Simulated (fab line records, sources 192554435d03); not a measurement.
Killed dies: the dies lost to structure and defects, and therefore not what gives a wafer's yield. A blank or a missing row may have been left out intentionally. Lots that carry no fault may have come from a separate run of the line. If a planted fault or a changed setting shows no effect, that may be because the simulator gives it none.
The tool behind it: which one? || flow n5 finfet || 11 lots with 33 wafers sampled at 3 steps, on a route of 1938 steps

== WHAT EACH GAUGE READ, for each wafer ==
N5_MIM_BOT_LITHO_OVL_MEAS_11. Usual: MIM_BOT_OVL -1 nm, standard deviation 4.7.
{"lot": "L943", "measured": "day 11 22:49", "on": "overlay-01", "MIM_BOT_OVL (nm)": "5 -4 -3", "flag": ""}
{"lot": "L944", "measured": "day 11 23:56", "on": "overlay-02", "MIM_BOT_OVL (nm)": "-5 0 1", "flag": ""}
{"lot": "L947", "measured": "day 13 05:29", "on": "overlay-01", "MIM_BOT_OVL (nm)": "-2 2 -3", "flag": ""}
{"lot": "L950", "measured": "day 13 23:02", "on": "overlay-02", "MIM_BOT_OVL (nm)": "-2 -6 -5", "flag": ""}
{"lot": "L953", "measured": "day 14 17:38", "on": "overlay-02", "MIM_BOT_OVL (nm)": "-5 4 -5", "flag": ""}
{"lot": "L959", "measured": "day 16 07:35", "on": "overlay-02", "MIM_BOT_OVL (nm)": "-2 6 -4", "flag": ""}
{"lot": "L964", "measured": "day 17 09:17", "on": "overlay-02", "MIM_BOT_OVL (nm)": "-3 -7 -9", "flag": ""}
{"lot": "L962", "measured": "day 17 09:55", "on": "overlay-01", "MIM_BOT_OVL (nm)": "-5 -3 -1", "flag": ""}
{"lot": "L965", "measured": "day 18 00:06", "on": "overlay-02", "MIM_BOT_OVL (nm)": "-7 2 -8", "flag": ""}
{"lot": "L963", "measured": "day 18 08:45", "on": "overlay-01", "MIM_BOT_OVL (nm)": "-2 -3 -6", "flag": ""}
{"lot": "L966", "measured": "day 18 13:01", "on": "overlay-01", "MIM_BOT_OVL (nm)": "0 1 2", "flag": ""}

== TOOL THAT RAN EACH LOT (tool first, then ch and the chambers of the sampled wafers, then the start) ==
{"lot": "L943", "N5_BEOL_M15_DEGAS_41": "pvd sputter-03, day 11 14:18", "N5_MIM_TOP_ETCH_ETCH_00": "rie metal-01 ch 0,1, day 11 22:05"}
{"lot": "L944", "N5_BEOL_M15_DEGAS_41": "pvd sputter-03, day 11 15:51", "N5_MIM_TOP_ETCH_ETCH_00": "rie metal-03 ch 1, day 11 23:13"}
{"lot": "L947", "N5_BEOL_M15_DEGAS_41": "pvd sputter-02, day 12 23:31", "N5_MIM_TOP_ETCH_ETCH_00": "rie metal-01 ch 0,1, day 13 04:53"}
{"lot": "L950", "N5_BEOL_M15_DEGAS_41": "pvd sputter-03, day 13 16:02", "N5_MIM_TOP_ETCH_ETCH_00": "rie metal-01 ch 1, day 13 21:49"}
{"lot": "L953", "N5_BEOL_M15_DEGAS_41": "pvd sputter-03, day 14 09:58", "N5_MIM_TOP_ETCH_ETCH_00": "rie metal-03 ch 0,1, day 14 16:55"}
{"lot": "L959", "N5_BEOL_M15_DEGAS_41": "pvd sputter-01, day 15 23:42", "N5_MIM_TOP_ETCH_ETCH_00": "rie metal-01 ch 0,1, day 16 06:52"}
{"lot": "L964", "N5_BEOL_M15_DEGAS_41": "pvd sputter-02, day 17 00:03", "N5_MIM_TOP_ETCH_ETCH_00": "rie metal-02 ch 0,1, day 17 08:32"}
{"lot": "L962", "N5_BEOL_M15_DEGAS_41": "pvd sputter-02, day 17 00:39", "N5_MIM_TOP_ETCH_ETCH_00": "rie metal-03 ch 0,1, day 17 09:13"}
{"lot": "L965", "N5_BEOL_M15_DEGAS_41": "pvd sputter-03, day 17 17:05", "N5_MIM_TOP_ETCH_ETCH_00": "rie metal-01 ch 1, day 17 23:21"}
{"lot": "L963", "N5_BEOL_M15_DEGAS_41": "pvd sputter-01, day 18 01:09", "N5_MIM_TOP_ETCH_ETCH_00": "rie metal-01 ch 0,1, day 18 08:02"}
{"lot": "L966", "N5_BEOL_M15_DEGAS_41": "pvd sputter-02, day 18 07:13", "N5_MIM_TOP_ETCH_ETCH_00": "rie metal-03 ch 0,1, day 18 12:12"}
- N5_BEOL_M15_DEGAS_41: time 60 s.
- N5_MIM_TOP_ETCH_ETCH_00: etches TiN in Cl2/BCl3, target depth 38.5 nm.

== AS READ BY THE TOOLS THEMSELVES (means over the sampled wafers that have a number; for cases with no such wafer, the mark the record gives instead) ==
N5_BEOL_M15_DEGAS_41. Usual: heater power w 446 W, standard deviation 51.
{"lot": "L943", "tool": "pvd sputter-03", "heater power w (W)": 442, "flag": ""}
{"lot": "L944", "tool": "pvd sputter-03", "heater power w (W)": 432, "flag": ""}
{"lot": "L947", "tool": "pvd sputter-02", "heater power w (W)": 456, "flag": ""}
{"lot": "L950", "tool": "pvd sputter-03", "heater power w (W)": 423, "flag": ""}
{"lot": "L953", "tool": "pvd sputter-03", "heater power w (W)": 442, "flag": ""}
{"lot": "L959", "tool": "pvd sputter-01", "heater power w (W)": 440, "flag": ""}
{"lot": "L964", "tool": "pvd sputter-02", "heater power w (W)": 398, "flag": ""}
{"lot": "L962", "tool": "pvd sputter-02", "heater power w (W)": 482, "flag": ""}
{"lot": "L965", "tool": "pvd sputter-03", "heater power w (W)": 453, "flag": ""}
{"lot": "L963", "tool": "pvd sputter-01", "heater power w (W)": 433, "flag": ""}
{"lot": "L966", "tool": "pvd sputter-02", "heater power w (W)": 419, "flag": ""}

N5_MIM_TOP_ETCH_ETCH_00. Usual: drypump motor current A 5.3 A, standard deviation 0.33; mfc cl2 sccm 53.21 sccm, standard deviation 0.17; oes product au 0.81 a.u., standard deviation 0.092; throttle valve pct 22.8 %, standard deviation 0.31.
{"lot": "L943", "tool": "rie metal-01", "drypump motor current A (A)": 5.6, "mfc cl2 sccm (sccm)": 53.07, "oes product au (a.u.)": 0.70, "throttle valve pct (%)": 22.7, "flag": ""}
{"lot": "L944", "tool": "rie metal-03", "drypump motor current A (A)": 4.9, "mfc cl2 sccm (sccm)": 53.11, "oes product au (a.u.)": 0.90, "throttle valve pct (%)": 23.1, "flag": ""}
{"lot": "L947", "tool": "rie metal-01", "drypump motor current A (A)": 5.4, "mfc cl2 sccm (sccm)": 60.18, "oes product au (a.u.)": 0.76, "throttle valve pct (%)": 23.4, "flag": "OFF"}
{"lot": "L950", "tool": "rie metal-01", "drypump motor current A (A)": 5.2, "mfc cl2 sccm (sccm)": 63.79, "oes product au (a.u.)": 0.82, "throttle valve pct (%)": 23.7, "flag": "OFF"}
{"lot": "L953", "tool": "rie metal-03", "drypump motor current A (A)": 5.1, "mfc cl2 sccm (sccm)": 53.26, "oes product au (a.u.)": 0.83, "throttle valve pct (%)": 23.1, "flag": ""}
{"lot": "L959", "tool": "rie metal-01", "drypump motor current A (A)": 5.6, "mfc cl2 sccm (sccm)": 53.01, "oes product au (a.u.)": 0.90, "throttle valve pct (%)": 22.7, "flag": ""}
{"lot": "L964", "tool": "rie metal-02", "drypump motor current A (A)": 5.4, "mfc cl2 sccm (sccm)": 53.28, "oes product au (a.u.)": 0.82, "throttle valve pct (%)": 22.5, "flag": ""}
{"lot": "L962", "tool": "rie metal-03", "drypump motor current A (A)": 5.1, "mfc cl2 sccm (sccm)": 53.43, "oes product au (a.u.)": 0.81, "throttle valve pct (%)": 23.1, "flag": ""}
{"lot": "L965", "tool": "rie metal-01", "drypump motor current A (A)": 5.2, "mfc cl2 sccm (sccm)": 53.16, "oes product au (a.u.)": 0.77, "throttle valve pct (%)": 22.5, "flag": ""}
{"lot": "L963", "tool": "rie metal-01", "drypump motor current A (A)": 5.4, "mfc cl2 sccm (sccm)": 53.32, "oes product au (a.u.)": 0.83, "throttle valve pct (%)": 22.6, "flag": ""}
{"lot": "L966", "tool": "rie metal-03", "drypump motor current A (A)": 5.1, "mfc cl2 sccm (sccm)": 53.37, "oes product au (a.u.)": 0.80, "throttle valve pct (%)": 23.1, "flag": ""}

== THE ANSWER, worked out from the rows above alone ==
Rule: take the mean of a lot's wafers that have a number; if it is more than 3 standard deviations from the usual mean, the lot is off. A lot without any number at a reading at which 4 lots or more have one is off too. Any other lot the step has rows for is counted as sound. Order of review: gauges by route order, followed by the tools' own readings, for which a lot's mean as printed above is used. The first step at which some lot is off is used, and at that step the reading that is off furthest; a lot without a number counts as furthest.
Off: L947, L950, at N5_MIM_TOP_ETCH_ETCH_00 (mfc cl2 sccm).
A tool fits if, at that step or a process step before it, it ran every lot that is off, and no sound lot after the first of them. None of those tried fits.

== WHAT THE SIMULATOR HAD PUT IN ==
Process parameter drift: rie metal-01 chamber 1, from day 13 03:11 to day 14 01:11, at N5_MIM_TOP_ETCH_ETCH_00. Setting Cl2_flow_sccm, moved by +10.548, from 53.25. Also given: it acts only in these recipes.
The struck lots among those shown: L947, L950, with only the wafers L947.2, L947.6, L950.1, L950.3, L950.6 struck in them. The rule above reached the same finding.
